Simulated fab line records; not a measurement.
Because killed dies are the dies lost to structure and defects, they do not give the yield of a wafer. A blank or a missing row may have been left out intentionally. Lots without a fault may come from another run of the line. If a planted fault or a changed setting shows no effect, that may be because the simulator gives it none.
Chamber matching    flow nand harc    rie diel-03 running NHARC_P_GATE_DESCUM_48: 4 sister chambers
The step chemistry O2, time 3 s. 14 wafers are shown with their chamber, then 7 later ones without.

== WAFERS WITH THEIR CHAMBER ==
wafer   chamber  showerhead plenum p Torr (Torr)  drypump motor current A (A)  oes product au (a.u.)
L219.1  1        1.96                             5.4                          1.009
L219.2  2        1.87                             5.4                          0.974
L219.6  1        1.96                             5.4                          1.007
L222.1  1        1.96                             5.4                          1.012
L222.2  2        1.87                             5.4                          0.981
L222.6  2        1.87                             5.5                          0.977
L225.1  0        1.84                             6.4                          0.985
L225.2  3        2.06                             5.7                          0.982
L225.4  3        2.06                             5.7                          0.976
L235.1  2        1.87                             5.4                          0.995
L235.3  1        1.95                             5.4                          1.017
L235.4  3        2.06                             5.7                          0.994
L236.1  0        1.84                             6.3                          1.003
L236.3  3        2.06                             5.7                          0.988

SIGNATURES (averages over the wafers above)
reading                   chamber 0  chamber 1  chamber 2  chamber 3  scatter within a chamber
showerhead plenum p Torr  1.8400     1.9575     1.8700     2.0600     0.00274
drypump motor current A   6.350      5.400      5.425      5.700      0.0354
oes product au            0.99400    1.01125    0.98175    0.98500    0.00811
Rule: a wafer lies at a distance from a chamber equal to the root of the sum of squares, over the readings, of (its reading less the chamber's mean, divided by the reading's scatter). If the next closest chamber is less than 2 further off than the closest, the wafer can't be placed; otherwise it belongs to the closest. How the scatter is found: for the shown wafers, subtract from each reading the mean of its chamber, square and add these, divide the total by (wafers less chambers), then take the root.

== WAFERS WHOSE CHAMBER IS MISSING ==
wafer   showerhead plenum p Torr (Torr)  drypump motor current A (A)  oes product au (a.u.)
L236.4  1.87                             5.4                          0.987
L237.2  1.87                             5.4                          0.996
L237.4  1.84                             6.4                          1.016
L237.5  2.06                             5.6                          0.994
L240.1  1.95                             5.4                          1.001
L240.3  2.06                             5.7                          0.985
L240.4  1.84                             6.4                          0.997

== THE CHAMBER EACH PASSED THROUGH ==
wafer   from the rows above  in truth
L236.4  2                    2
L237.2  2                    2
L237.4  0                    0
L237.5  3                    3
L240.1  1                    1
L240.3  3                    3
L240.4  0                    0
Correct placement for 7 of the 7. Number that these rows cannot place: 0. 0 placed wrongly.
